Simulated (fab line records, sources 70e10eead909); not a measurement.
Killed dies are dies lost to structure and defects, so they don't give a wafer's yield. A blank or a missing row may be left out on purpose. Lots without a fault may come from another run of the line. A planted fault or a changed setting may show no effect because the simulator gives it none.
Problem report in the 8D (eight disciplines) form, filled by code | flow nand_harc | the parts of the form that need people (team, actions taken, sign-off) are left out

1. THE PROBLEM
oes_product_au at NHARC_THIN_TSV_ETCH_59 reads a mean of 0.941 a.u. on 1 wafer of 1 lot; wafers without a fault read 0.998 a.u. with a standard deviation of 0.011. That is -5.2 standard deviations from the usual mean.
The step: etches the open film in Cl2/BCl3, target depth 880 nm, time 138.1 s.
First seen on wafer L380.2, day 31 17:43, on rie_metal-02. The record holds 39 wafers of 13 lots with a number at this step. Rule for "out", or "out of limits": more than 4 standard deviations from the usual mean. The other wafers with a number count as sound.

2. WHAT IT IS AND WHAT IT IS NOT
question                    | is                | is not
which readings at this step | oes_product_au    | drypump_motor_current_A, throttle_valve_pct
which lots                  | L380              | L364, L365, L366, L367, L368, L369, L370, L372, L374, L375, L382, L384
which wafers of those lots  | L380.2            | L380.1, L380.4
read on which tools         | rie_metal-02      | rie_metal-01, rie_metal-03
when                        | from day 31 17:43 | up to then (32 sound wafers); but 6 sound wafers of L382, L384 came after

3. SUSPECTS, AND WHAT RULES EACH OUT
Counting: a tool at a process step up to the reading stays a suspect if it ran every lot that is out. Sound lots after the first of them don't rule it out here, since some wafers of a struck lot are sound.
- plasma_asher-02 at NHARC_THIN_TSV_STRIP_45 (strips in O2): kept. It ran the lot that is out, L380 (day 31 12:31); its last sound lot up to then is L366 (day 25 01:25).
- pvd_sputter-02 at NHARC_THIN_TSV_PRE_CLEAN_50 (time 30 s): kept. It ran the lot that is out, L380 (day 31 17:43); its last sound lot up to then is L375 (day 29 23:40). NHARC_THIN_TSV_PRE_CLEAN_50 gives no start for some lots, so the hours and the order of its lots are those of NHARC_THIN_TSV_ETCH_59.
- pvd_sputter-02 at NHARC_THIN_TSV_PVD_19 (deposits TaN, target thk 20 nm): kept. It ran the lot that is out, L380 (day 31 17:43); its last sound lot up to then is L375 (day 29 23:40). NHARC_THIN_TSV_PVD_19 gives no start for some lots, so the hours and the order of its lots are those of NHARC_THIN_TSV_ETCH_59.
- rie_metal-02 at NHARC_THIN_TSV_ETCH_59 (etches the open film in Cl2/BCl3, target depth 880 nm, time 138.1 s): kept. It ran the lot that is out, L380 (day 31 17:43); its last sound lot up to then is L367 (day 25 21:14). Its own readings are out on those wafers: oes_product_au.
- Within plasma_asher-02 at NHARC_THIN_TSV_STRIP_45: the wafers that are out ran in chamber 1; their sound lot-mates ran in chamber 0.
- Within rie_metal-02 at NHARC_THIN_TSV_ETCH_59: the wafers that are out ran in chamber 0; their sound lot-mates ran in chamber 1.
Left after counting: plasma_asher-02 at NHARC_THIN_TSV_STRIP_45, pvd_sputter-02 at NHARC_THIN_TSV_PRE_CLEAN_50, pvd_sputter-02 at NHARC_THIN_TSV_PVD_19, rie_metal-02 at NHARC_THIN_TSV_ETCH_59.

4. THE CAUSE (what the simulator had put in)
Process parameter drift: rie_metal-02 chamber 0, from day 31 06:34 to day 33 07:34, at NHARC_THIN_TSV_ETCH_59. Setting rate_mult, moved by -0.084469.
Counting left 4 suspects, and this tool is among them.

5. THE CHAIN OF EFFECTS, in route order
Each row: a reading whose mean over the struck wafers that have a number lies more than 3 standard deviations from the usual. Only readings for which the record gives a usual standard deviation are gone through. hours: the time from each lot's start at the first step in this table that gives one to its start at this step, as a median over the lots. sigmas: the change in usual standard deviations.
hours | step                   | reading        | usual      | on struck wafers | change | sigmas
0     | NHARC_THIN_TSV_ETCH_59 | oes_product_au | 0.998 a.u. | 0.941            | -0.057 | -5.2
The process steps in it:
- NHARC_THIN_TSV_ETCH_59: etches the open film in Cl2/BCl3, target depth 880 nm, time 138.1 s.

6. WHAT WOULD HAVE CAUGHT IT SOONER
In this record the first reading out of limits was taken at day 31 17:43, 11 hours after the fault began at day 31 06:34.
